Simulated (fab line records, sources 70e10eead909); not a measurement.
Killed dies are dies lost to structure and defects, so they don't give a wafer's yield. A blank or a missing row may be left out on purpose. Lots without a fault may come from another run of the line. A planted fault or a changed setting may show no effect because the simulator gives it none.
A struck lot beside a sound one | flow nand_harc | 13 steps out of a route of 1302
Sound: wafers L763.3, L763.5, L763.6. Struck: wafers L756.1, L756.2, L756.6. The cause comes at the end.
At each step with rows: each side's tool, then ch and its chambers, then its first start. Under that, the readings that differ: sound wafers | struck wafers | difference of the means | sigmas: that difference in standard deviations of wafers without a fault.
alike: readings whose means differ by less than 2 such deviations, and words and numbers that are the same on both sides. not compared: withheld readings, readings that some wafer has no value for, bounds like >300 that may hide the same value, and numbers for which the record gives no deviation and whose values overlap.
The two part at a step that has a row with sigmas, a row that says differs or no value, or rows on one side only. Numbers that don't overlap but have no deviation are shown without sigmas and don't part them. A reading that every wafer of one side lacks parts them only if that side has two wafers or more.

NHARC_A_DECK1_JOINT_CMP_13: polishes, target thk 51.023 nm.
  sound on cmp-02 ch 0,1,2, day 19 06:52; struck on cmp-03 ch 1,2,3, day 15 15:35
  alike: edge_zone_pressure_frac, motor_current_A, time_to_endpoint_s
NHARC_A_DECK1_JOINT_THK_MEAS_14: measures by ellipsometry.
  sound on film_metro-01, day 19 07:03; struck on film_metro-01, day 15 15:48
  alike: thk_nm
then, 1 step without rows for these wafers: NHARC_A_DECK1_JOINT_SRD_04.
NHARC_A_DECK1_JOINT_ETCHBACK_00: etches the open film in HBr, target depth 30 nm, time 17.4 s.
  sound on rie_si-05 ch 2,3, day 19 07:11; struck on rie_si-05 ch 0,1, day 15 15:56
  alike: drypump_motor_current_A, oes_product_au, throttle_valve_pct
  not compared: rf_hours_counter_h
then, 8 steps without rows for these wafers: NHARC_A_DECK1_JOINT_PRECLEAN_30 (cleans in SC1); NHARC_A_DECK1_JOINT_SRD_31; NHARC_A_DECK1_JOINT_CVD_34 (deposits SiNx, target thk 20 nm); NHARC_A_DECK1_JOINT_DEP_06 (deposits SiOx, target thk 80 nm); NHARC_A_DECK1_JOINT_CURE_26 (time 32 s); NHARC_A_DECK1_JOINT_ANNEAL_27 (time 3600 s); NHARC_A_DECK1_JOINT_ANNEAL_28 (time 1800 s); NHARC_A_DECK1_JOINT_ANNEAL_29 (time 1800 s).
NHARC_A_DECK1_JOINT_CMP_02: polishes SiOx.
  sound on cmp-02 ch 0,2,3, day 20 03:53; struck on cmp-03 ch 0,1,2, day 16 14:44
  no value came back on the struck wafers for edge_zone_pressure_frac, motor_current_A (A); on the sound wafers edge_zone_pressure_frac reads 0.997 1.002 1.000

WHERE THEY PART
Only at NHARC_A_DECK1_JOINT_CMP_02, within this record.

WHY: what the simulator had put in
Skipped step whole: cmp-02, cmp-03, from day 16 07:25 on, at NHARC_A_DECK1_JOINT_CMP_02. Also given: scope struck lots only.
